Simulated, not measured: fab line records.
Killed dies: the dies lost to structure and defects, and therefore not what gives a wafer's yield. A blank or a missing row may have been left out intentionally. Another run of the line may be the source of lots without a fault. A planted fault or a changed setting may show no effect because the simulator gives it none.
fab line records + flow nand-harc
record:
- lots: 13
- wafers: 39
- last-day: 33
route steps=1302 shown A_CHANNEL_FILL_D1@517 A_ONON_D2@548 END@1302
lots that met no fault: from a run of the same line without faults
start-h: hours from the record's first day to the start of the lot's first wafer shown + wait-h: time in hours since the lot's previous step + " repeats the value in the row above + L1.1+2: one row covering several wafers at once + - no value present, or no start provided + * or withheld: withheld + < > ~ a bound
route shown NAME@n: NAME is a module with steps in the file, n the number in the route of the first one + usual: mean and standard deviation over wafers with no fault + same: alike in all rows + chamber/n: place in a boat + sites: readings site by site + _std_site: standard deviation across them + _edge_site: mean of outer sites minus mean of inner sites + radius-mm: for every site, how far away it sits from the centre of the wafer + mask NAME#n: copy n + behind: the tool/chamber that last shaped the wafer + hold: what put the lot on hold/how long, in hours/how the hold closed + device: which transistor (n, p or np) failed to switch + end of line: tests of these same wafers at the route's end + for a step that has no rows: nothing shown but its recipe + killed: the dies lost at the first sort to structure and to defects; this is not the yield of the wafer + map: dies across one wafer; x = killed, . = not, _ = none there
set.NAME: the setting the step ran with; set.NAME@STEP: the setting that earlier step ran with + model.NAME: the simulator's own value behind a step, which no gauge read
route steps across a sampled set of lots; one table per step, one row per wafer
services: a tool's chamber out of use, with start hour (start-h, from the record's first day; less than 0 if before it), hours out, and reason
== steps ==
step: NHARC_A_CHANNEL_FILL_D1_INSPECT_13
usual:
- raw-defect-count: 288/100
| lot.wafer | tool              | chamber | start-h | wait-h | raw-defect-count |
|-----------|-------------------|---------|---------|--------|------------------|
| L132.1    | defect-inspect-01 | -       | 236.33  | 0.1    | 217              |
| L132.3    | "                 | -       | "       | "      | 240              |
| L132.4    | "                 | -       | "       | "      | 267              |
| L133.3    | defect-inspect-02 | -       | 261.03  | 0.0    | 581              |
| L133.4    | "                 | -       | "       | "      | 407              |
| L133.6    | "                 | -       | "       | "      | 265              |
| L138.1    | defect-inspect-01 | -       | 296.45  | 0.0    | 113              |
| L138.3    | "                 | -       | "       | "      | 156              |
| L138.6    | "                 | -       | "       | "      | 233              |
| L144.1    | defect-inspect-02 | -       | 381.27  | 0.0    | 567              |
| L144.4    | "                 | -       | "       | "      | 515              |
| L144.5    | "                 | -       | "       | "      | 474              |
| L145.1    | defect-inspect-02 | -       | 395.54  | 0.0    | 320              |
| L145.2    | "                 | -       | "       | "      | 360              |
| L145.3    | "                 | -       | "       | "      | 395              |
| L149.2    | defect-inspect-02 | -       | 407.34  | 0.0    | 185              |
| L149.5    | "                 | -       | "       | "      | 237              |
| L149.6    | "                 | -       | "       | "      | 225              |
| L148.1    | defect-inspect-01 | -       | 407.47  | 0.0    | 196              |
| L148.4    | "                 | -       | "       | "      | 145              |
| L148.5    | "                 | -       | "       | "      | 189              |
| L150.3    | defect-inspect-01 | -       | 427.73  | 0.0    | 218              |
| L150.5    | "                 | -       | "       | "      | 217              |
| L150.6    | "                 | -       | "       | "      | 275              |
| L151.1    | defect-inspect-02 | -       | 449.00  | 0.0    | 209              |
| L151.2    | "                 | -       | "       | "      | 294              |
| L151.3    | "                 | -       | "       | "      | 177              |
| L152.1    | defect-inspect-01 | -       | 451.67  | 0.0    | 223              |
| L152.2    | "                 | -       | "       | "      | 232              |
| L152.3    | "                 | -       | "       | "      | 209              |
| L153.2    | defect-inspect-02 | -       | 456.62  | 0.0    | 445              |
| L153.4    | "                 | -       | "       | "      | 184              |
| L153.5    | "                 | -       | "       | "      | 347              |
| L154.2    | defect-inspect-01 | -       | 456.62  | 0.0    | 358              |
| L154.4    | "                 | -       | "       | "      | 191              |
| L154.5    | "                 | -       | "       | "      | 180              |
| L155.1    | defect-inspect-02 | -       | 470.68  | 0.0    | 331              |
| L155.5    | "                 | -       | "       | "      | 295              |
| L155.6    | "                 | -       | "       | "      | 285              |
step: NHARC_A_ONON_D2_THK_MEAS_05
recipe:
- thk-meas-gauge: ellipsometry
usual:
- thk-nm: 998/11
| lot.wafer | tool          | chamber | start-h | wait-h | thk-nm |
|-----------|---------------|---------|---------|--------|--------|
| L132.1    | film-metro-01 | -       | 271.14  | -      | 996    |
| L132.3    | "             | -       | "       | "      | 996    |
| L132.4    | "             | -       | "       | "      | 996    |
| L133.3    | film-metro-01 | -       | 299.78  | -      | 1009   |
| L133.4    | "             | -       | "       | "      | 1010   |
| L133.6    | "             | -       | "       | "      | 1009   |
| L138.1    | film-metro-02 | -       | 330.30  | -      | 981    |
| L138.3    | "             | -       | "       | "      | 984    |
| L138.6    | "             | -       | "       | "      | 983    |
| L144.1    | film-metro-01 | -       | 413.63  | -      | 1009   |
| L144.4    | "             | -       | "       | "      | 1008   |
| L144.5    | "             | -       | "       | "      | 1006   |
| L145.1    | film-metro-01 | -       | 435.10  | -      | 1004   |
| L145.2    | "             | -       | "       | "      | 1004   |
| L145.3    | "             | -       | "       | "      | 1006   |
| L149.2    | film-metro-01 | -       | 447.50  | -      | 1003   |
| L149.5    | "             | -       | "       | "      | 1003   |
| L149.6    | "             | -       | "       | "      | 1001   |
| L148.1    | film-metro-02 | -       | 447.52  | -      | 1008   |
| L148.4    | "             | -       | "       | "      | 1010   |
| L148.5    | "             | -       | "       | "      | 1010   |
| L150.3    | film-metro-02 | -       | 464.57  | -      | 987    |
| L150.5    | "             | -       | "       | "      | 986    |
| L150.6    | "             | -       | "       | "      | 986    |
| L151.1    | film-metro-02 | -       | 488.14  | -      | 1014   |
| L151.2    | "             | -       | "       | "      | 1016   |
| L151.3    | "             | -       | "       | "      | 1017   |
| L152.1    | film-metro-01 | -       | 488.15  | -      | 998    |
| L152.2    | "             | -       | "       | "      | 996    |
| L152.3    | "             | -       | "       | "      | 996    |
| L154.2    | film-metro-01 | -       | 493.58  | -      | 999    |
| L154.4    | "             | -       | "       | "      | 997    |
| L154.5    | "             | -       | "       | "      | 998    |
| L153.2    | film-metro-02 | -       | 493.60  | -      | 994    |
| L153.4    | "             | -       | "       | "      | 995    |
| L153.5    | "             | -       | "       | "      | 994    |
| L155.1    | film-metro-01 | -       | 505.65  | -      | 1019   |
| L155.5    | "             | -       | "       | "      | 1022   |
| L155.6    | "             | -       | "       | "      | 1021   |
step: NHARC_A_ONON_D2_THK_MEAS_27
recipe:
- thk-meas-gauge: ellipsometry
usual:
- thk-nm: 997/11
| lot.wafer | tool          | chamber | start-h | wait-h | thk-nm |
|-----------|---------------|---------|---------|--------|--------|
| L132.1    | film-metro-01 | -       | 284.86  | -      | 992    |
| L132.3    | "             | -       | "       | "      | 992    |
| L132.4    | "             | -       | "       | "      | 992    |
| L133.3    | film-metro-02 | -       | 310.30  | -      | 997    |
| L133.4    | "             | -       | "       | "      | 997    |
| L133.6    | "             | -       | "       | "      | 999    |
| L138.1    | film-metro-01 | -       | 341.05  | -      | 1003   |
| L138.3    | "             | -       | "       | "      | 1002   |
| L138.6    | "             | -       | "       | "      | 1003   |
| L144.1    | film-metro-02 | -       | 424.78  | -      | 992    |
| L144.4    | "             | -       | "       | "      | 992    |
| L144.5    | "             | -       | "       | "      | 993    |
| L145.1    | film-metro-02 | -       | 446.26  | -      | 999    |
| L145.2    | "             | -       | "       | "      | 999    |
| L145.3    | "             | -       | "       | "      | 999    |
| L149.2    | film-metro-01 | -       | 458.23  | -      | 1004   |
| L149.5    | "             | -       | "       | "      | 1004   |
| L149.6    | "             | -       | "       | "      | 1004   |
| L148.1    | film-metro-02 | -       | 458.24  | -      | 991    |
| L148.4    | "             | -       | "       | "      | 990    |
| L148.5    | "             | -       | "       | "      | 991    |
| L150.3    | film-metro-02 | -       | 475.30  | -      | 1007   |
| L150.5    | "             | -       | "       | "      | 1005   |
| L150.6    | "             | -       | "       | "      | 1006   |
| L152.1    | film-metro-01 | -       | 499.52  | -      | 1002   |
| L152.2    | "             | -       | "       | "      | 1000   |
| L152.3    | "             | -       | "       | "      | 1002   |
| L151.1    | film-metro-02 | -       | 499.66  | -      | 989    |
| L151.2    | "             | -       | "       | "      | 991    |
| L151.3    | "             | -       | "       | "      | 990    |
| L154.2    | film-metro-01 | -       | 504.72  | -      | 994    |
| L154.4    | "             | -       | "       | "      | 998    |
| L154.5    | "             | -       | "       | "      | 996    |
| L153.2    | film-metro-02 | -       | 504.75  | -      | 1007   |
| L153.4    | "             | -       | "       | "      | 1009   |
| L153.5    | "             | -       | "       | "      | 1008   |
| L155.1    | film-metro-01 | -       | 518.61  | -      | 1007   |
| L155.5    | "             | -       | "       | "      | 1006   |
| L155.6    | "             | -       | "       | "      | 1005   |
step: NHARC_A_ONON_D2_DEP_33
recipe:
- target-thk-a: 2000
- temp-c: 400
- pressure-torr: 6.5
- rf-w: 900
- teos-flow-sccm: 161.4
- flow-sccm: 2650
- target-thk-nm: 200
- gas: O2
- material: SiO2
usual:
- heater-power-w: 510/74
- rf-fwd-power-W: 898.9/2.7
- showerhead-vpp-V: 1827/87
- throttle-valve-pct: 16.1/0.46
| lot.wafer | tool     | chamber | start-h | wait-h | heater-power-w | rf-fwd-power-W | showerhead-vpp-V | since-wet-clean-h | throttle-valve-pct |
|-----------|----------|---------|---------|--------|----------------|----------------|------------------|-------------------|--------------------|
| L132.1    | pecvd-02 | 1       | 285.53  | 0.1    | 374            | 899.3          | 1948             | 46                | 15.7               |
| L132.3    | "        | 2       | "       | "      | 640            | 900.3          | 1826             | 46                | 15.4               |
| L132.4    | "        | 0       | "       | "      | 455            | 900.3          | 1914             | -                 | 16.2               |
| L133.3    | pecvd-02 | 2       | 310.91  | 0.1    | 660            | 896.7          | 1877             | 71                | 15.7               |
| L133.4    | "        | 2       | "       | "      | 657            | 896.7          | 1839             | -                 | 15.4               |
| L133.6    | "        | 0       | "       | "      | 483            | 899.0          | 1934             | -                 | 16.5               |
| L138.3    | pecvd-04 | 2       | 341.68  | 0.1    | 359            | 1259.1         | 2121             | 60                | 16.3               |
| L138.1    | "        | 1       | "       | "      | 444            | 901.8          | 1808             | 60                | 16.1               |
| L138.6    | "        | 2       | "       | "      | 361            | 1261.6         | 2129             | -                 | 16.4               |
| L144.1    | pecvd-02 | 0       | 425.50  | 0.1    | 461            | 896.0          | 1925             | 5                 | 16.9               |
| L144.5    | "        | 1       | "       | "      | 457            | 903.6          | 1978             | -                 | 16.2               |
| L144.4    | "        | 2       | "       | "      | 578            | 900.2          | 1802             | -                 | 16.0               |
| L145.2    | pecvd-03 | 1       | 446.88  | 0.1    | 565            | 893.0          | 1841             | 67                | 15.9               |
| L145.1    | "        | 2       | "       | "      | 610            | 901.0          | 1780             | 67                | 15.5               |
| L145.3    | "        | 0       | "       | "      | 525            | 899.4          | 1858             | 67                | 16.1               |
| L149.2    | pecvd-03 | 1       | 458.85  | 0.1    | 524            | 899.6          | 1785             | 79                | 15.8               |
| L149.6    | "        | 1       | "       | "      | 560            | 899.2          | 1798             | -                 | 15.7               |
| L149.5    | "        | 2       | "       | "      | 548            | 899.9          | 1790             | -                 | 15.2               |
| L148.1    | pecvd-02 | 2       | 458.91  | 0.1    | 561            | 901.1          | 1855             | 38                | 16.2               |
| L148.4    | "        | 1       | "       | "      | 478            | 902.7          | 2024             | -                 | 16.1               |
| L148.5    | "        | 2       | "       | "      | 562            | 897.7          | 1818             | -                 | 16.2               |
| L150.3    | pecvd-02 | 0       | 476.06  | 0.2    | 516            | 897.8          | 1911             | -                 | 16.9               |
| L150.5    | "        | 0       | "       | "      | 520            | 898.5          | 1921             | -                 | 16.8               |
| L150.6    | "        | 2       | "       | "      | 455            | 891.4          | 1832             | -                 | 16.0               |
| L152.1    | pecvd-04 | 2       | 500.15  | 0.1    | 434            | 894.3          | 1790             | 37                | 16.1               |
| L152.2    | "        | 0       | "       | "      | 550            | 899.6          | 1673             | 37                | 16.5               |
| L152.3    | "        | 0       | "       | "      | 564            | 900.2          | 1676             | -                 | 16.3               |
| L151.2    | pecvd-03 | 2       | 500.29  | 0.1    | 667            | 894.5          | 1785             | 121               | 15.4               |
| L151.3    | "        | 0       | "       | "      | 511            | 896.8          | 1905             | 121               | 16.6               |
| L151.1    | "        | 1       | "       | "      | 527            | 899.5          | 1792             | 121               | 15.7               |
| L154.2    | pecvd-04 | 0       | 505.34  | 0.1    | 555            | 902.0          | 1675             | 42                | 16.5               |
| L154.4    | "        | 0       | "       | "      | 562            | 898.9          | 1680             | -                 | 16.3               |
| L154.5    | "        | 0       | "       | "      | 575            | 897.9          | 1676             | -                 | 16.6               |
| L153.2    | pecvd-03 | 0       | 505.58  | 0.1    | 592            | 896.2          | 1877             | 126               | 16.5               |
| L153.5    | "        | 1       | "       | "      | 447            | 900.0          | 1824             | -                 | 15.8               |
| L153.4    | "        | 0       | "       | "      | 612            | 899.0          | 1861             | -                 | 16.2               |
| L155.1    | pecvd-04 | 2       | 519.23  | 0.1    | 442            | 897.1          | 1792             | 56                | 16.1               |
| L155.6    | "        | 2       | "       | "      | 457            | 900.0          | 1766             | -                 | 16.0               |
| L155.5    | "        | 0       | "       | "      | 527            | 896.7          | 1679             | -                 | 16.7               |
step: NHARC_A_ONON_D2_THK_MEAS_34
recipe:
- thk-meas-gauge: ellipsometry
usual:
- thk-nm: 199.7/2.4
| lot.wafer | tool          | chamber | start-h | wait-h | thk-nm |
|-----------|---------------|---------|---------|--------|--------|
| L132.1    | film-metro-02 | -       | 285.90  | -      | 195.9  |
| L132.3    | "             | -       | "       | "      | 196.3  |
| L132.4    | "             | -       | "       | "      | 200.5  |
| L133.3    | film-metro-02 | -       | 311.32  | -      | 197.7  |
| L133.4    | "             | -       | "       | "      | 201.3  |
| L133.6    | "             | -       | "       | "      | 200.4  |
| L138.1    | film-metro-02 | -       | 342.10  | -      | 197.6  |
| L138.3    | "             | -       | "       | "      | 217.0  |
| L138.6    | "             | -       | "       | "      | 218.2  |
| L144.1    | film-metro-02 | -       | 425.83  | -      | 197.2  |
| L144.4    | "             | -       | "       | "      | 196.8  |
| L144.5    | "             | -       | "       | "      | 199.0  |
| L145.1    | film-metro-01 | -       | 447.29  | -      | 193.3  |
| L145.2    | "             | -       | "       | "      | 195.0  |
| L145.3    | "             | -       | "       | "      | 197.0  |
| L149.2    | film-metro-01 | -       | 459.27  | -      | 201.2  |
| L149.5    | "             | -       | "       | "      | 202.5  |
| L149.6    | "             | -       | "       | "      | 204.0  |
| L148.1    | film-metro-02 | -       | 459.28  | -      | 197.6  |
| L148.4    | "             | -       | "       | "      | 202.7  |
| L148.5    | "             | -       | "       | "      | 200.9  |
| L150.3    | film-metro-02 | -       | 476.48  | 0.3    | 202.6  |
| L150.5    | "             | -       | "       | "      | 202.5  |
| L150.6    | "             | -       | "       | "      | 199.3  |
| L151.1    | film-metro-01 | -       | 500.70  | -      | 199.4  |
| L151.2    | "             | -       | "       | "      | 198.6  |
| L151.3    | "             | -       | "       | "      | 196.1  |
| L152.1    | film-metro-02 | -       | 500.70  | 0.5    | 198.9  |
| L152.2    | "             | -       | "       | "      | 198.3  |
| L152.3    | "             | -       | "       | "      | 201.1  |
| L154.2    | film-metro-02 | -       | 505.89  | 0.5    | 198.2  |
| L154.4    | "             | -       | "       | "      | 204.6  |
| L154.5    | "             | -       | "       | "      | 202.2  |
| L153.2    | film-metro-01 | -       | 505.90  | -      | 196.4  |
| L153.4    | "             | -       | "       | "      | 201.1  |
| L153.5    | "             | -       | "       | "      | 202.6  |
| L155.1    | film-metro-02 | -       | 519.64  | -      | 202.2  |
| L155.5    | "             | -       | "       | "      | 203.8  |
| L155.6    | "             | -       | "       | "      | 204.8  |
step: NHARC_END_SORT_01
recipe:
- temp-c: 25
usual:
- killed-at-array: 50/17
- killed-at-other: 0.7/1
- killed-at-periphery: 3.4/2.4
- killed-dies: 54/17
- killed-open: 3.3/1.7
- killed-short: 2.5/1.6
same:
- gross-dies: 677
| lot.wafer | tool      | chamber | start-h | wait-h | killed-at-array | killed-at-other | killed-at-periphery | killed-dies | killed-open | killed-short |
|-----------|-----------|---------|---------|--------|-----------------|-----------------|---------------------|-------------|-------------|--------------|
| L132.1    | prober-02 | 0       | 567.07  | 2.5    | 51              | 0               | 1                   | 52          | 4           | 1            |
| L132.3    | prober-02 | 0       | 568.63  | 3.1    | 86              | 0               | 2                   | 88          | 5           | 4            |
| L132.4    | prober-02 | 0       | 569.42  | 3.4    | 83              | 0               | 2                   | 85          | 3           | 0            |
| L133.3    | prober-02 | 0       | 577.07  | 3.1    | 66              | 0               | 4                   | 70          | 4           | 4            |
| L133.4    | prober-02 | 0       | 577.87  | 3.4    | 37              | 0               | 5                   | 42          | 4           | 2            |
| L133.6    | prober-02 | 0       | 579.48  | 4.0    | 56              | 0               | 0                   | 56          | 1           | 6            |
| L138.1    | prober-02 | 0       | 617.49  | 2.5    | 32              | 0               | 6                   | 38          | 2           | 4            |
| L138.3    | prober-02 | 0       | 619.10  | 3.1    | 32              | 1               | 3                   | 36          | 4           | 1            |
| L138.6    | prober-02 | 0       | 621.50  | 4.0    | 23              | 0               | 1                   | 24          | 3           | 1            |
| L148.1    | prober-02 | 0       | 734.46  | 2.5    | 49              | 0               | 5                   | 54          | 5           | 3            |
| L148.4    | prober-02 | 0       | 736.84  | 3.4    | 39              | 0               | 2                   | 41          | 5           | 2            |
| L148.5    | prober-02 | 0       | 737.64  | 3.7    | 41              | 0               | 1                   | 42          | 5           | 1            |
| L152.1    | prober-02 | 0       | 771.18  | 2.5    | 75              | 0               | 0                   | 75          | 1           | 1            |
| L152.2    | prober-02 | 0       | 771.98  | 2.8    | 65              | 2               | 2                   | 69          | 1           | 3            |
| L152.3    | prober-02 | 0       | 772.77  | 3.1    | 67              | 0               | 5                   | 72          | 3           | 4            |
killed by level:class
L132.1 A_SLIT:chamber-film-flake=19 A_CHANNEL_HOLE_D2:chamber-film-flake=15 A_CHANNEL_HOLE_D1:chamber-film-flake=6 A_CONTACT:chamber-film-flake=3 A_M0:geometric-particle:open=2 P_CONTACT:geometric-particle:open=1 A_ONON_D1:geometric-particle:short=1 A_CHANNEL_FILL_D1:geometric-particle:open=1
L132.3 A_CHANNEL_HOLE_D1:chamber-film-flake=35 A_CHANNEL_HOLE_D2:chamber-film-flake=18 A_SLIT:chamber-film-flake=17 A_CONTACT:chamber-film-flake=4 A_STAIRCASE:chamber-film-flake=3 P_GATE:geometric-particle:short=1 P_CONTACT:geometric-particle:open=1 A_SOURCE_PLATE:geometric-particle:open=1
L132.4 A_CHANNEL_HOLE_D2:chamber-film-flake=35 A_SLIT:chamber-film-flake=17 A_CHANNEL_HOLE_D1:chamber-film-flake=15 A_STAIRCASE:chamber-film-flake=6 A_CONTACT:chamber-film-flake=3 A_DECK1_JOINT:chamber-film-flake=2 P_M0:geometric-particle:open=1 A_ONON_D1:geometric-particle:open=1
L133.3 A_CHANNEL_HOLE_D1:chamber-film-flake=30 A_CHANNEL_HOLE_D2:chamber-film-flake=20 A_CONTACT:chamber-film-flake=4 A_STAIRCASE:chamber-film-flake=3 P_GATE:chamber-film-flake=2 P_CONTACT:geometric-particle:short=1 A_CHANNEL_FILL_D1:geometric-particle:open=1 A_DECK1_JOINT:geometric-particle:short=1
L133.4 A_CHANNEL_HOLE_D2:chamber-film-flake=14 A_CHANNEL_HOLE_D1:chamber-film-flake=8 A_STAIRCASE:chamber-film-flake=6 A_ONON_D1:geometric-particle:open=3 P_GATE:chamber-film-flake=3 A_CONTACT:chamber-film-flake=3 P_M0:geometric-particle:short=1 A_WL_FILL:geometric-particle:short=1
L133.6 A_CHANNEL_HOLE_D2:chamber-film-flake=32 A_CHANNEL_HOLE_D1:chamber-film-flake=16 A_WL_FILL:geometric-particle:short=2 A_CHANNEL_HOLE_D1:geometric-particle:short=1 A_DECK1_JOINT:geometric-particle:short=1 A_DECK1_JOINT:geometric-particle:open=1 A_CHANNEL_HOLE_D2:geometric-particle:short=1 A_SGD_CUT:geometric-particle:short=1
L138.1 A_CHANNEL_HOLE_D2:chamber-film-flake=18 A_CHANNEL_HOLE_D1:chamber-film-flake=5 P_GATE:chamber-film-flake=2 A_CONTACT:chamber-film-flake=2 P_M0:geometric-particle:open=1 P_M1:geometric-particle:short=1 A_CHANNEL_FILL_D1:geometric-particle:short=1 A_BLC:geometric-particle:short=1
L138.3 A_CHANNEL_HOLE_D2:chamber-film-flake=14 A_STAIRCASE:chamber-film-flake=4 A_CONTACT:chamber-film-flake=3 A_M1:chamber-film-flake=3 A_SLIT:chamber-film-flake=2 A_CHANNEL_FILL_D1:geometric-particle:open=1 A_ONON_D2:geometric-particle:short=1 A_STAIRCASE:geometric-particle:open=1
L138.6 A_CHANNEL_HOLE_D2:chamber-film-flake=10 A_CONTACT:chamber-film-flake=4 A_M1:chamber-film-flake=2 A_ONON_D1:geometric-particle:short=1 A_CHANNEL_FILL_D1:geometric-particle:open=1 A_ONON_D2:geometric-particle:open=1 A_WL_FILL:geometric-particle:open=1 P_STI:chamber-film-flake=1
L148.1 A_CHANNEL_HOLE_D2:chamber-film-flake=16 A_CHANNEL_HOLE_D1:chamber-film-flake=10 A_STAIRCASE:chamber-film-flake=7 P_STI:chamber-film-flake=5 A_CONTACT:chamber-film-flake=5 A_CHANNEL_FILL_D1:geometric-particle:open=2 A_ONON_D1:geometric-particle:open=1 A_CHANNEL_HOLE_D1:geometric-particle:open=1
L148.4 A_CHANNEL_HOLE_D2:chamber-film-flake=13 A_CHANNEL_HOLE_D1:chamber-film-flake=5 A_STAIRCASE:chamber-film-flake=5 A_SLIT:chamber-film-flake=5 A_CONTACT:chamber-film-flake=4 A_CHANNEL_FILL_D1:geometric-particle:open=2 P_M0:geometric-particle:open=1 A_DECK1_JOINT:geometric-particle:short=1
L148.5 A_CHANNEL_HOLE_D2:chamber-film-flake=18 A_CHANNEL_HOLE_D1:chamber-film-flake=9 A_SLIT:chamber-film-flake=3 A_CONTACT:geometric-particle:open=2 A_DECK1_JOINT:chamber-film-flake=2 A_STAIRCASE:chamber-film-flake=2 A_CONTACT:chamber-film-flake=2 P_M0:geometric-particle:open=1
L152.1 A_SLIT:chamber-film-flake=33 A_CHANNEL_HOLE_D2:chamber-film-flake=25 A_CHANNEL_HOLE_D1:chamber-film-flake=8 A_CONTACT:chamber-film-flake=5 A_CHANNEL_FILL_D1:geometric-particle:short=1 A_ONON_D2:geometric-particle:open=1 A_CHANNEL_FILL_D1:chamber-film-flake=1 A_DECK1_JOINT:chamber-film-flake=1
L152.2 A_SLIT:chamber-film-flake=26 A_CHANNEL_HOLE_D2:chamber-film-flake=22 A_CHANNEL_HOLE_D1:chamber-film-flake=10 A_CONTACT:chamber-film-flake=4 THIN_TSV:chamber-film-flake=2 P_CONTACT:geometric-particle:short=1 A_SOURCE_PLATE:geometric-particle:short=1 A_CHANNEL_FILL_D1:geometric-particle:short=1
L152.3 A_SLIT:chamber-film-flake=28 A_CHANNEL_HOLE_D2:chamber-film-flake=21 A_CHANNEL_HOLE_D1:chamber-film-flake=7 A_CONTACT:chamber-film-flake=4 P_GATE:chamber-film-flake=3 P_M0:geometric-particle:open=2 A_STAIRCASE:chamber-film-flake=2 A_ONON_D1:geometric-particle:short=1
== services ==
| tool     | chamber | start-h | hours | kind       |
|----------|---------|---------|-------|------------|
| pecvd-04 | -       | 269.02  | 13.0  | pm         |
| pecvd-04 | 0       | 269.02  | 13.0  | vent-cycle |
| pecvd-04 | 1       | 269.02  | 13.0  | vent-cycle |
| pecvd-04 | 2       | 269.02  | 13.0  | vent-cycle |
| pecvd-04 | 0       | 282.02  | -     | clean      |
| pecvd-04 | 1       | 282.02  | -     | clean      |
| pecvd-04 | 2       | 282.02  | -     | clean      |
| pecvd-03 | -       | 366.54  | 13.0  | pm         |
| pecvd-03 | 0       | 366.54  | 13.0  | vent-cycle |
| pecvd-03 | 1       | 366.54  | 13.0  | vent-cycle |
| pecvd-03 | 2       | 366.54  | 13.0  | vent-cycle |
| pecvd-02 | 0       | 383.86  | 4.7   | repair     |
| pecvd-02 | -       | 408.00  | 13.0  | pm         |
| pecvd-02 | 0       | 408.00  | 13.0  | vent-cycle |
| pecvd-02 | 1       | 408.00  | 13.0  | vent-cycle |
| pecvd-02 | 2       | 408.00  | 13.0  | vent-cycle |
| pecvd-02 | 0       | 421.00  | -     | clean      |
| pecvd-02 | 1       | 421.00  | -     | clean      |
| pecvd-02 | 2       | 421.00  | -     | clean      |
| pecvd-02 | 2       | 430.51  | 2.3   | repair     |
| pecvd-04 | -       | 450.02  | 13.0  | pm         |
| pecvd-02 | -       | 462.14  | 1.0   | repair     |
| pecvd-02 | 1       | 475.23  | 13.2  | repair     |
| pecvd-02 | 2       | 495.86  | 9.8   | repair     |
== key ==
first-sign:
- step: NHARC_A_ONON_D2_DEP_33
- reading: rf-fwd-power-W
- direction: up
- sigmas: 99+
- usual: *
- struck: *
effect:
- step: NHARC_A_ONON_D2_DEP_33
- reading: showerhead-vpp-V
- direction: up
- sigmas: 3.4
- usual: 1827
- struck: 2125
effect:
- step: NHARC_A_ONON_D2_THK_MEAS_34
- reading: thk-nm
- direction: up
- sigmas: 7.4
- usual: 199.7
- struck: 217.6
met-at NHARC_A_ONON_D2_DEP_33
struck-lots L138
struck-wafers L138.3,L138.6
tester-left-out L138
not-acting-at NHARC_A_CHANNEL_FILL_D1_INSPECT_13,NHARC_A_ONON_D2_THK_MEAS_05,NHARC_A_ONON_D2_THK_MEAS_27
fault:
- kind: process-parameter-drift
- tool: pecvd-04
- chamber: 2
- onset-h: 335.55
- steps: NHARC_A_ONON_D2_DEP_33
- channel: rf-w
- offset: *
- shape: step
- end-h: 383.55
- acts-in: *
- stated: *
tester-left-out: of these lots the tester's yield and bins aren't shown, on N5 and GAA mostly nor the transistor test; their killed dies are dies lost to structure and defects alone, not to doping, threshold or leakage, so they don't give the yield
